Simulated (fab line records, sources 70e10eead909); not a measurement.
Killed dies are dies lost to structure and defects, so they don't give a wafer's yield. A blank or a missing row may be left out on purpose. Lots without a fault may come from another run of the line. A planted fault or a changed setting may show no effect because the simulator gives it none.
fab line records | flow nand_harc
record lots=24 wafers=72 last_day=25
route steps=1159 shown P_BONDPAD@351 A_SOURCE_PLATE@420 A_CHANNEL_FILL_D1@513
lots that met no fault: from a run of the same line without faults
start_h: hours from the record's first day to the start of the lot's first wafer shown | wait_h: hours since the lot's step before | " the same as in the row above | L1.1+2: a row that stands for several wafers | - no value, or no start given | * or withheld: withheld | < > ~ a bound
route shown NAME@n: a module of which the file shows steps, and the number in the route of the first | usual: mean/standard deviation of fault-free wafers | same: alike in all rows | chamber/n: place in a boat | sites: the reading at each site | _std_site: their standard deviation | _edge_site: outer sites' mean less inner sites' | radius_mm: how far each site lies from the wafer's centre | mask NAME#n: copy n | behind: the tool/chamber that last shaped the wafer | hold: why the lot was held/for how many hours/how that ended | device: the transistor (n, p or np) that didn't switch | end of line: the same wafers' tests at the end of the route | a step without rows: its recipe alone | killed: dies lost to structure and defects at the first sort, not the wafer's yield | map: a wafer's dies, x killed, . not, _ none there
set.NAME: the setting as run; set.NAME@STEP: as run at that earlier step | model.NAME: the simulator's own value behind a step, which no gauge read
steps of the route over a sample of lots; a table a step, a row a wafer
services: from which hour (start_h, from the record's first day; less than 0 if before it) a tool's chamber was out of use, for how many hours, and why
## steps
# step NHARC_P_BONDPAD_DEP_00
# recipe target_thk_a=2500 temp_c=370 target_thk_nm=250 pressure_torr=3 flow_sccm=200 rf_w=450 material=SiCN
# usual heater_power_w=614/64
# columns lot.wafer tool chamber start_h wait_h heater_power_w
L074.3 pecvd-02 1 - - 677
L074.1 " 2 " " 471
L074.6 " 2 " " 493
L075.2 pecvd-02 2 - - 559
L075.3 " 0 " " 604
L075.5 " 1 " " 673
L077.3 pecvd-03 1 141.78 - 562
L077.6 " 2 " " 631
L077.4 " 1 " " 594
L076.2 pecvd-03 2 142.28 - 651
L076.6 " 1 " " 547
L076.4 " 2 " " 657
L079.2 pecvd-04 0 - - 679
L079.3 " 1 " " 753
L079.4 " 1 " " 603
L078.2 pecvd-04 0 152.66 - 681
L078.5 " 0 " " 687
L078.4 " 1 " " 707
L080.2 pecvd-04 0 - - 589
L080.3 " 1 " " 686
L080.5 " 2 " " 498
L081.1 pecvd-03 2 167.65 - 695
L081.3 " 1 " " 597
L081.5 " 1 " " 598
L082.1 pecvd-03 1 178.19 - 533
L082.3 " 2 " " 689
L082.5 " 2 " " 692
L084.3 pecvd-04 2 - - 557
L084.4 " 0 " " 571
L084.6 " 1 " " 668
L083.3 pecvd-04 0 193.36 - 666
L083.1 " 1 " " 629
L083.6 " 0 " " 674
L085.2 pecvd-03 0 208.29 - 681
L085.1 " 1 " " 555
L085.4 " 1 " " 563
L087.3 pecvd-04 2 213.98 - 540
L087.2 " 0 " " 644
L087.5 " 0 " " 647
L086.1 pecvd-02 2 - - 526
L086.3 " 0 " " 663
L086.6 " 1 " " 639
L088.2 pecvd-02 0 217.72 - 638
L088.4 " 2 " " 541
L088.5 " 0 " " 641
L089.1 pecvd-02 2 229.83 - 579
L089.3 " 0 " " 586
L089.6 " 2 " " 569
L090.2 pecvd-03 0 231.48 - 684
L090.6 " 2 " " 695
L090.5 " 0 " " 694
L091.3 pecvd-02 0 - - 610
L091.1 " 1 " " 672
L091.6 " 2 " " 567
L092.1 pecvd-02 1 234.20 - 666
L092.3 " 2 " " 585
L092.4 " 0 " " 660
L093.1 pecvd-03 1 244.91 - 574
L093.5 " 0 " " 631
L093.6 " 2 " " 592
L095.3 pecvd-02 2 - - 525
L095.1 " 1 " " 689
L095.4 " 2 " " 531
L094.1 pecvd-03 0 246.21 - 592
L094.2 " 1 " " 498
L094.4 " 0 " " 599
L096.2 pecvd-02 2 257.90 - 543
L096.6 " 1 " " 558
L096.5 " 2 " " 561
L097.2 pecvd-03 1 260.49 - 553
L097.5 " 1 " " 560
L097.4 " 0 " " 649
# step NHARC_P_BONDPAD_STRIP_15
# recipe o2_flow_sccm=500 ar_flow_sccm=0 bias_w=0 chemistry=O2
# usual chamber_pressure_mTorr=60.00/0.057 drypump_motor_current_A=5.7/0.41 oes_product_au=1.001/0.017 rf_vpp_V=57.8/0.84 showerhead_plenum_p_Torr=3.48/0.14 throttle_valve_pct=17.037/0.0084
# same bias_w=0
# columns lot.wafer tool chamber start_h wait_h chamber_pressure_mTorr drypump_motor_current_A oes_product_au rf_hours_counter_h rf_vpp_V showerhead_plenum_p_Torr throttle_valve_pct
L074.3 rie_diel-01 0 121.26 0.1 60.00 5.2 1.000 46 58.2 3.70 17.027
L074.1 " 1 " " 60.05 5.7 1.004 55 57.9 3.66 17.049
L074.6 " 3 " " 60.06 5.7 0.985 - 57.3 3.69 17.037
L075.2 rie_diel-03 0 140.11 0.1 59.92 6.1 0.999 9 58.8 3.43 17.034
L075.3 " 1 " " 59.92 5.7 1.018 8 57.6 3.32 17.038
L075.5 " 1 " " 59.94 5.7 1.023 - 57.1 3.32 17.036
L077.3 rie_diel-03 0 143.39 0.1 60.01 6.1 1.022 10 57.1 3.43 17.047
L077.4 " 1 " " 59.95 5.7 1.033 9 57.7 3.32 17.041
L077.6 " 1 " " 59.97 5.7 1.046 - 58.5 3.32 17.035
L076.4 rie_diel-03 3 144.11 0.1 59.97 4.9 0.964 9 57.0 3.55 17.039
L076.2 " 0 " " 59.93 6.1 1.010 10 56.5 3.43 17.038
L076.6 " 1 " " 59.95 5.7 1.019 - 58.4 3.32 17.047
L079.3 rie_diel-09 0 154.16 0.1 59.90 6.0 0.998 20 58.7 3.64 17.046
L079.2 " 1 " " 60.00 5.7 0.998 19 57.5 3.58 17.032
L079.4 " 2 " " 60.05 5.8 0.992 21 57.8 3.80 17.036
L078.4 rie_diel-03 1 154.48 0.1 60.05 5.7 1.025 10 57.2 3.32 17.041
L078.2 " 2 " " 60.01 5.8 0.999 9 56.1 3.38 17.041
L078.5 " 1 " " 59.96 5.7 1.012 - 58.8 3.32 17.041
L080.2 rie_diel-03 3 167.35 0.1 59.95 4.9 0.980 11 58.6 3.55 17.037
L080.3 " 0 " " 60.05 6.1 1.027 12 58.1 3.43 17.023
L080.5 " 3 " " 60.00 4.9 0.975 - 56.9 3.55 17.033
L081.1 rie_diel-09 3 169.53 0.1 59.92 5.1 1.010 22 58.1 3.73 17.040
L081.3 " 1 " " 60.12 5.8 0.991 25 59.9 3.58 17.039
L081.5 " 3 " " 59.93 5.1 1.017 - 60.0 3.73 17.042
L082.1 rie_diel-03 0 180.01 0.1 60.02 6.1 1.008 12 58.5 3.43 17.043
L082.3 " 2 " " 59.99 5.9 1.000 11 57.3 3.38 17.024
L082.5 " 1 " " 59.99 5.7 1.021 - 55.8 3.32 17.041
L084.4 rie_diel-01 2 194.41 0.1 60.05 6.3 1.002 20 56.6 3.32 17.035
L084.3 " 0 " " 59.97 5.2 1.020 20 58.2 3.68 17.027
L084.6 " 2 " " 59.92 6.3 0.987 - 57.1 3.32 17.047
L083.1 rie_diel-03 1 195.14 0.1 59.95 5.7 1.025 13 57.6 3.32 17.047
L083.3 " 0 " " 59.96 6.2 1.006 14 56.5 3.43 17.031
L083.6 " 2 " " 60.13 5.8 1.015 - 57.7 3.38 17.038
L085.4 rie_diel-01 1 210.00 0.1 60.04 5.7 0.996 25 57.6 3.64 17.045
L085.2 " 3 " " 60.00 5.6 0.981 27 57.9 3.67 17.036
L085.1 " 0 " " 59.98 5.2 0.996 27 58.6 3.68 17.042
L087.3 rie_diel-01 1 216.17 0.2 60.04 5.8 0.998 28 57.7 3.64 17.036
L087.2 " 3 " " 59.99 5.7 0.981 30 57.5 3.67 17.026
L087.5 " 1 " " 60.02 5.7 0.992 - 57.0 3.64 17.033
L086.3 rie_diel-01 3 217.24 0.1 60.00 5.6 0.979 30 58.1 3.67 17.037
L086.1 " 0 " " 59.97 5.2 1.005 30 58.0 3.68 17.035
L086.6 " 3 " " 60.01 5.6 0.980 - 58.2 3.67 17.038
L088.4 rie_diel-01 2 219.51 0.1 60.00 6.2 0.991 29 56.6 3.31 17.041
L088.2 " 1 " " 60.02 5.8 0.978 29 57.7 3.64 17.043
L088.5 " 2 " " 60.07 6.2 0.994 - 57.9 3.31 17.037
L089.1 rie_diel-03 1 231.63 0.1 59.97 5.7 1.021 1 57.1 3.32 17.041
L089.3 " 3 " " 60.00 4.9 0.980 1 58.0 3.54 17.012
L089.6 " 2 " " 60.04 5.8 1.003 - 57.7 3.38 17.039
L090.2 rie_diel-03 1 233.28 0.1 60.06 5.7 1.019 2 57.1 3.32 17.023
L090.6 " 1 " " 59.98 5.7 1.021 - 57.0 3.32 17.046
L090.5 " 2 " " 60.01 5.9 1.006 - 58.6 3.38 17.039
L091.1 rie_diel-03 3 235.27 0.1 59.94 5.0 0.978 2 58.5 3.54 17.047
L091.3 " 2 " " 60.07 5.8 1.012 2 56.3 3.38 17.040
L091.6 " 3 " " 59.97 4.9 0.973 - 57.9 3.55 17.045
L092.4 rie_diel-03 2 236.05 0.1 59.99 5.9 1.004 2 58.3 3.38 17.038
L092.3 " 3 " " 60.00 5.0 0.982 2 57.4 3.54 17.032
L092.1 " 0 " " 59.95 6.1 0.993 2 57.2 3.42 17.041
L093.1 rie_diel-03 1 246.75 0.1 60.03 5.7 1.023 3 58.1 3.32 17.047
L093.5 " 2 " " 59.95 5.8 0.998 - 57.4 3.38 17.036
L093.6 " 3 " " 59.91 4.9 0.988 - 57.6 3.54 17.043
L095.1 rie_diel-03 3 247.44 0.1 60.06 4.9 0.986 3 56.8 3.54 17.036
L095.3 " 1 " " 60.07 5.7 1.028 3 56.7 3.32 17.041
L095.4 " 2 " " 59.99 5.9 1.010 3 57.5 3.38 17.033
L094.2 rie_diel-03 3 248.04 0.1 60.04 4.9 0.996 3 57.3 3.54 17.048
L094.4 " 1 " " 60.06 5.7 1.026 4 57.0 3.32 17.041
L094.1 " 2 " " 60.03 5.8 1.013 3 57.7 3.38 17.035
L096.2 rie_diel-01 1 259.67 0.1 59.95 5.7 1.006 38 58.8 3.63 17.031
L096.5 " 0 " " 59.91 5.2 1.006 - 58.4 3.67 17.026
L096.6 " 1 " " 59.87 5.7 0.997 - 58.8 3.63 17.044
L097.2 rie_diel-03 1 262.48 0.1 60.05 5.7 1.025 5 58.0 3.32 17.045
L097.4 " 2 " " 60.03 5.9 1.011 4 55.6 3.38 17.036
L097.5 " 3 " " 59.96 4.9 0.997 - 57.8 3.54 17.035
# step NHARC_P_BONDPAD_ANNEAL_28
# recipe temp_c=225 time_s=90
# usual anneal_temp_c=224.99/0.18 wafer_temp_C_max=226.3/0.3
# same time_s=90
# columns lot.wafer tool chamber start_h wait_h anneal_temp_c wafer_temp_C_max
L074.1 rtp_anneal-02 0 122.51 - 225.07 225.9
L074.3 " 0 " " 224.83 226.1
L074.6 " 0 " " 224.86 226.0
L075.2 rtp_anneal-02 0 141.44 0.3 225.05 226.4
L075.3 " 0 " " 225.00 226.3
L075.5 " 0 " " 224.94 226.4
L077.3 rtp_anneal-02 0 144.79 - 225.23 225.6
L077.4 " 0 " " 225.01 226.3
L077.6 " 0 " " 225.06 226.1
L076.2 rtp_anneal-01 0 145.43 0.3 225.01 226.3
L076.4 " 0 " " 224.99 226.1
L076.6 " 0 " " 225.07 226.4
L079.2 rtp_anneal-02 0 155.52 - 225.15 226.4
L079.3 " 0 " " 225.17 226.2
L079.4 " 0 " " 224.91 226.4
L078.2 rtp_anneal-01 0 155.82 - 224.96 226.1
L078.4 " 0 " " 224.93 226.0
L078.5 " 0 " " 224.90 226.7
L080.2 rtp_anneal-01 0 168.70 - 225.07 226.2
L080.3 " 0 " " 225.07 227.0
L080.5 " 0 " " 225.22 226.0
L081.1 rtp_anneal-02 0 170.86 - 224.97 226.1
L081.3 " 0 " " 225.06 226.0
L081.5 " 0 " " 225.11 226.5
L082.1 rtp_anneal-01 0 181.89 0.3 224.55 226.3
L082.3 " 0 " " 224.81 227.2
L082.5 " 0 " " 224.86 226.5
L084.3 rtp_anneal-01 0 195.82 0.3 225.07 226.5
L084.4 " 0 " " 225.00 226.5
L084.6 " 0 " " 224.80 226.4
L083.1 rtp_anneal-02 0 196.43 0.3 224.99 225.9
L083.3 " 0 " " 224.99 225.9
L083.6 " 0 " " 224.79 226.5
L085.1 rtp_anneal-02 0 211.32 0.3 225.05 226.0
L085.2 " 0 " " 225.22 226.0
L085.4 " 0 " " 225.33 226.0
L087.2 rtp_anneal-01 0 217.55 0.3 224.90 227.4
L087.3 " 0 " " 224.99 226.1
L087.5 " 0 " " 225.03 226.1
L086.1 rtp_anneal-01 0 218.69 0.3 224.47 226.4
L086.3 " 0 " " 224.78 226.4
L086.6 " 0 " " 224.74 226.0
L088.2 rtp_anneal-01 0 220.95 - 225.00 226.4
L088.4 " 0 " " 225.17 226.6
L088.5 " 0 " " 224.89 226.0
L089.1 rtp_anneal-01 0 232.91 - 225.09 226.4
L089.3 " 0 " " 224.91 226.2
L089.6 " 0 " " 224.97 226.3
L090.2 rtp_anneal-01 0 234.65 - 225.06 226.5
L090.5 " 0 " " 224.98 226.6
L090.6 " 0 " " 224.85 226.2
L091.1 rtp_anneal-01 0 236.56 0.3 225.04 225.8
L091.3 " 0 " " 225.17 226.7
L091.6 " 0 " " 225.38 226.2
L092.1 rtp_anneal-01 0 237.56 - 225.06 226.6
L092.3 " 0 " " 224.77 227.1
L092.4 " 0 " " 225.00 226.7
L093.1 rtp_anneal-01 0 247.99 - 225.14 226.2
L093.5 " 0 " " 224.82 226.6
L093.6 " 0 " " 224.96 226.2
L095.1 rtp_anneal-01 0 248.76 - 225.06 226.2
L095.3 " 0 " " 224.92 226.5
L095.4 " 0 " " 224.99 226.2
L094.1 rtp_anneal-01 0 249.55 - 224.93 226.6
L094.2 " 0 " " 225.12 226.3
L094.4 " 0 " " 224.80 225.8
L096.2 rtp_anneal-02 0 261.23 - 225.14 226.7
L096.5 " 0 " " 224.87 226.3
L096.6 " 0 " " 224.91 226.0
L097.2 rtp_anneal-01 0 263.82 - 225.36 226.6
L097.4 " 0 " " 224.99 226.2
L097.5 " 0 " " 225.03 226.1
# step NHARC_P_BONDPAD_CMP_19
# recipe t_overpolish_s=30 cu_recess_touch_s=16 target_thk_nm=160.81
# usual motor_current_A=12.3/1.3 overpolish_run_s=30.000/0.0092
# columns lot.wafer tool chamber start_h wait_h motor_current_A overpolish_run_s
L074.3 cmp-04 3 122.88 - 14.2 29.996
L074.1 " 0 " " 12.7 30.003
L074.6 " 3 " " 12.7 29.996
L075.3 cmp-02 0 141.74 - 12.7 30.010
L075.2 " 2 " " 11.9 29.987
L075.5 " 1 " " 13.3 30.020
L077.3 cmp-01 0 145.09 - 11.7 29.997
L077.4 " 1 " " 10.4 30.005
L077.6 " 3 " " 13.3 30.006
L076.4 cmp-01 3 145.76 - 13.4 30.012
L076.2 " 1 " " 9.6 29.995
L076.6 " 2 " " 10.4 30.009
L079.4 cmp-04 2 155.82 - 12.6 29.994
L079.3 " 3 " " 13.8 30.013
L079.2 " 1 " " 12.8 30.002
L078.2 cmp-02 3 156.14 - 9.1 29.999
L078.4 " 1 " " 13.3 30.000
L078.5 " 3 " " 9.8 30.002
L080.3 cmp-04 1 169.05 - 13.1 29.996
L080.2 " 2 " " 12.9 30.003
L080.5 " 0 " " 12.9 30.001
L081.1 cmp-02 1 171.24 - 13.0 30.002
L081.3 " 3 " " 9.7 30.003
L081.5 " 1 " " 13.4 29.997
L082.3 cmp-04 2 182.27 - 13.6 29.983
L082.1 " 3 " " 13.8 29.994
L082.5 " 2 " " 12.5 30.008
L084.4 cmp-01 2 196.06 - 11.1 29.992
L084.3 " 1 " " 9.9 29.990
L084.6 " 2 " " 10.4 29.998
L083.1 cmp-04 0 196.78 - 12.6 30.006
L083.3 " 1 " " 13.3 29.993
L083.6 " 1 " " 13.8 30.009
L085.1 cmp-04 1 211.69 - 13.4 30.003
L085.4 " 2 " " 12.9 29.987
L085.2 " 3 " " 13.5 29.998
L087.2 cmp-02 2 217.88 - 11.5 30.009
L087.3 " 0 " " 13.5 30.004
L087.5 " 2 " " 12.1 29.974
L086.3 cmp-02 3 219.09 - 9.4 30.005
L086.1 " 0 " " 13.9 29.988
L086.6 " 1 " " 12.5 30.013
L088.4 cmp-01 1 221.27 - 9.6 30.013
L088.2 " 3 " " 13.7 29.994
L088.5 " 0 " " 11.6 29.998
L089.1 cmp-01 2 233.26 - 11.1 30.000
L089.3 " 3 " " 13.2 29.996
L089.6 " 2 " " 10.9 30.005
L090.2 cmp-02 2 234.98 - 11.6 30.008
L090.5 " 1 " " 13.9 29.992
L090.6 " 2 " " 11.5 30.003
L091.1 cmp-04 1 236.90 - 13.7 30.016
L091.3 " 0 " " 12.8 29.988
L091.6 " 2 " " 13.1 30.013
L092.4 cmp-01 3 237.94 - 13.3 30.002
L092.1 " 0 " " 11.4 29.996
L092.3 " 1 " " 10.4 30.004
L093.1 cmp-04 2 248.40 - 12.5 29.990
L093.5 " 0 " " 12.9 30.005
L093.6 " 1 " " 13.5 30.005
L095.3 cmp-01 2 249.11 - 11.1 30.009
L095.4 " 3 " " 13.4 29.999
L095.1 " 0 " " 11.9 30.017
L094.1 cmp-04 0 249.92 - 12.7 29.988
L094.2 " 1 " " 12.2 30.002
L094.4 " 2 " " 13.1 30.002
L096.2 cmp-02 3 261.58 - 9.6 30.002
L096.5 " 1 " " 13.5 30.009
L096.6 " 2 " " 11.7 30.004
L097.2 cmp-02 2 264.11 - 12.2 29.982
L097.4 " 1 " " 13.0 29.997
L097.5 " 3 " " 10.5 29.984
# step NHARC_A_SOURCE_PLATE_THK_MEAS_06
# recipe thk_meas_gauge=ellipsometry
# usual thk_nm=199.5/2.2
# columns lot.wafer tool chamber start_h wait_h thk_nm
L074.1 film_metro-02 - 143.60 0.4 201.7
L074.3 " - " " 200.4
L074.6 " - " " 200.6
L075.2 film_metro-01 - 165.39 0.4 200.9
L075.3 " - " " 198.7
L075.5 " - " " 196.1
L076.2 film_metro-01 - 169.31 0.4 196.2
L076.4 " - " " 201.2
L076.6 " - " " 199.4
L077.3 film_metro-02 - 169.32 0.4 196.4
L077.4 " - " " 196.3
L077.6 " - " " 198.2
L079.2 film_metro-01 - 182.31 0.4 196.4
L079.3 " - " " 197.3
L079.4 " - " " 197.6
L078.2 film_metro-02 - 182.31 0.4 199.5
L078.4 " - " " 196.7
L078.5 " - " " 195.0
L081.1 film_metro-01 - 192.39 0.4 197.6
L081.3 " - " " 200.7
L081.5 " - " " 200.6
L080.2 film_metro-02 - 192.39 0.4 197.7
L080.3 " - " " 198.4
L080.5 " - " " 197.3
L082.1 film_metro-01 - 206.27 0.4 202.1
L082.3 " - " " 205.0
L082.5 " - " " 202.1
L084.3 film_metro-01 - 220.91 0.4 198.7
L084.4 " - " " 198.7
L084.6 " - " " 200.2
L083.1 film_metro-02 - 220.91 0.4 199.8
L083.3 " - " " 198.5
L083.6 " - " " 199.8
L085.1 film_metro-02 - 236.04 0.4 198.8
L085.2 " - " " 202.9
L085.4 " - " " 200.9
L086.1 film_metro-01 - 241.94 0.4 203.0
L086.3 " - " " 200.6
L086.6 " - " " 200.9
L087.2 film_metro-02 - 241.95 0.4 198.0
L087.3 " - " " 196.8
L087.5 " - " " 196.2
L088.2 film_metro-02 - 241.95 0.4 202.5
L088.4 " - " " 200.8
L088.5 " - " " 201.9
L089.1 film_metro-02 - 258.34 0.4 200.4
L089.3 " - " " 202.1
L089.6 " - " " 201.9
L091.1 film_metro-01 - 258.34 0.4 199.4
L091.3 " - " " 195.4
L091.6 " - " " 196.4
L092.1 film_metro-01 - 258.34 0.4 199.8
L092.3 " - " " 201.1
L092.4 " - " " 201.1
L090.2 film_metro-02 - 258.35 0.4 196.7
L090.5 " - " " 196.1
L090.6 " - " " 198.5
L093.1 film_metro-02 - 274.15 0.4 195.5
L093.5 " - " " 202.0
L093.6 " - " " 196.2
L094.1 film_metro-01 - 274.17 0.4 205.0
L094.2 " - " " 204.1
L094.4 " - " " 203.8
L095.1 film_metro-02 - 274.17 0.4 199.7
L095.3 " - " " 199.1
L095.4 " - " " 200.9
L097.2 film_metro-01 - 285.38 0.4 201.2
L097.4 " - " " 202.5
L097.5 " - " " 200.8
L096.2 film_metro-02 - 285.38 0.4 199.6
L096.5 " - " " 198.5
L096.6 " - " " 199.3
# step NHARC_A_CHANNEL_FILL_D1_CMP_10
# recipe target_thk_nm=150
# usual motor_current_A=11.9/1.2 time_to_endpoint_s=14.1/2.4
# columns lot.wafer tool chamber start_h wait_h motor_current_A time_to_endpoint_s
L074.1 cmp-01 1 214.30 0.4 9.9 17.7
L074.3 " 2 " " 10.7 14.0
L074.6 " 0 " " 11.8 12.6
L075.2 cmp-03 2 242.58 0.4 11.0 14.1
L075.3 " 1 " " 12.4 17.0
L075.5 " 3 " " 10.6 11.2
L077.4 cmp-01 0 242.63 0.4 11.3 13.0
L077.3 " 1 " " 9.8 16.2
L077.6 " 3 " " 12.9 14.9
L076.4 cmp-01 1 242.75 0.5 9.5 14.5
L076.2 " 3 " " 12.9 12.7
L076.6 " 1 " " 9.5 15.2
L079.2 cmp-01 2 258.12 0.4 11.4 9.8
L079.4 " 0 " " 11.7 10.2
L079.3 " 1 " " 10.0 17.1
L078.2 cmp-04 2 258.15 0.4 13.8 12.4
L078.4 " 0 " " 12.4 9.0
L078.5 " 2 " " 13.6 13.0
L081.3 cmp-03 3 266.38 0.4 11.1 11.1
L081.1 " 1 " " 12.7 17.9
L081.5 " 3 " " 11.8 14.8
L080.3 cmp-04 0 266.42 0.4 12.1 10.9
L080.2 " 1 " " 12.7 13.8
L080.5 " 2 " " 12.9 13.8
L082.3 cmp-01 0 283.05 0.4 11.2 10.8
L082.1 " 1 " " 9.4 15.5
L082.5 " 3 " " 13.3 15.1
L083.1 cmp-01 0 292.37 0.4 11.5 10.1
L083.3 " 2 " " 10.9 11.6
L083.6 " 1 " " 10.2 15.2
L084.4 cmp-03 0 292.39 0.4 11.2 17.9
L084.3 " 1 " " 11.5 19.6
L084.6 " 0 " " 10.9 15.4
L085.2 cmp-03 3 308.58 0.4 11.5 11.4
L085.1 " 1 " " 12.6 18.3
L085.4 " 2 " " 11.9 15.0
L087.2 cmp-03 0 316.22 0.4 11.1 12.8
L087.3 " 3 " " 11.6 9.0
L087.5 " 1 " " 12.5 16.9
L088.4 cmp-04 2 316.24 0.4 12.3 11.3
L088.2 " 3 " " 13.7 14.2
L088.5 " 1 " " 12.2 15.9
L086.1 cmp-01 3 320.46 0.4 13.2 16.3
L086.3 " 1 " " 9.4 19.5
L086.6 " 0 " " 11.2 14.8
L092.4 cmp-03 1 329.55 0.4 13.4 17.6
L092.1 " 3 " " 11.8 10.8
L092.3 " 0 " " 10.7 14.8
L091.1 cmp-01 0 332.20 0.4 11.7 13.6
L091.3 " 1 " " 10.1 16.4
L091.6 " 0 " " 11.1 10.7
L089.1 cmp-03 0 332.22 0.4 10.6 15.7
L089.3 " 1 " " 12.3 17.9
L089.6 " 3 " " 11.7 11.4
L090.2 cmp-04 2 332.31 0.5 12.5 15.6
L090.6 " 0 " " 11.9 12.8
L090.5 " 1 " " 13.1 16.3
L094.4 cmp-01 3 351.79 0.4 13.4 15.8
L094.2 " 0 " " 12.2 13.3
L094.1 " 1 " " 9.7 15.7
L093.1 cmp-03 1 351.83 0.4 11.7 17.9
L093.5 " 2 " " 10.8 17.2
L093.6 " 3 " " 11.0 13.2
L095.3 cmp-04 0 355.25 0.4 12.6 15.6
L095.4 " 1 " " 13.2 15.6
L095.1 " 3 " " 14.2 16.4
L097.4 cmp-04 0 364.83 0.4 13.5 11.7
L097.2 " 2 " " 13.4 14.7
L097.5 " 1 " " 13.3 14.3
L096.2 cmp-04 0 373.11 0.4 12.8 10.7
L096.6 " 2 " " 13.3 14.7
L096.5 " 3 " " 14.2 16.2
## services
# columns tool chamber start_h hours kind
pecvd-03 - 97.92 1.0 repair
cmp-04 - 105.17 4.0 pm
pecvd-03 - 111.08 13.0 pm
pecvd-02 - 145.40 0.4 repair
cmp-04 - 149.22 0.7 repair
pecvd-02 - 153.00 13.0 pm
pecvd-03 0 159.91 1.9 repair
cmp-04 - 160.75 0.9 repair
cmp-01 - 179.50 4.0 pm
rie_diel-03 2 190.01 1.2 repair
pecvd-02 - 190.39 1.8 repair
cmp-04 - 203.25 4.0 pm
cmp-04 - 215.28 1.6 repair
rie_diel-03 - 215.30 9.0 pm
pecvd-02 0 223.33 5.0 repair
cmp-04 - 239.53 3.4 repair
cmp-04 - 261.69 0.9 repair
rie_diel-03 2 275.09 32.2 repair
cmp-01 - 277.50 4.0 pm
pecvd-03 - 292.08 13.0 pm
cmp-04 - 301.25 4.0 pm
cmp-01 - 337.01 5.5 repair
cmp-04 - 345.44 4.4 repair
rie_diel-03 0 371.77 9.1 repair
## key
fault none
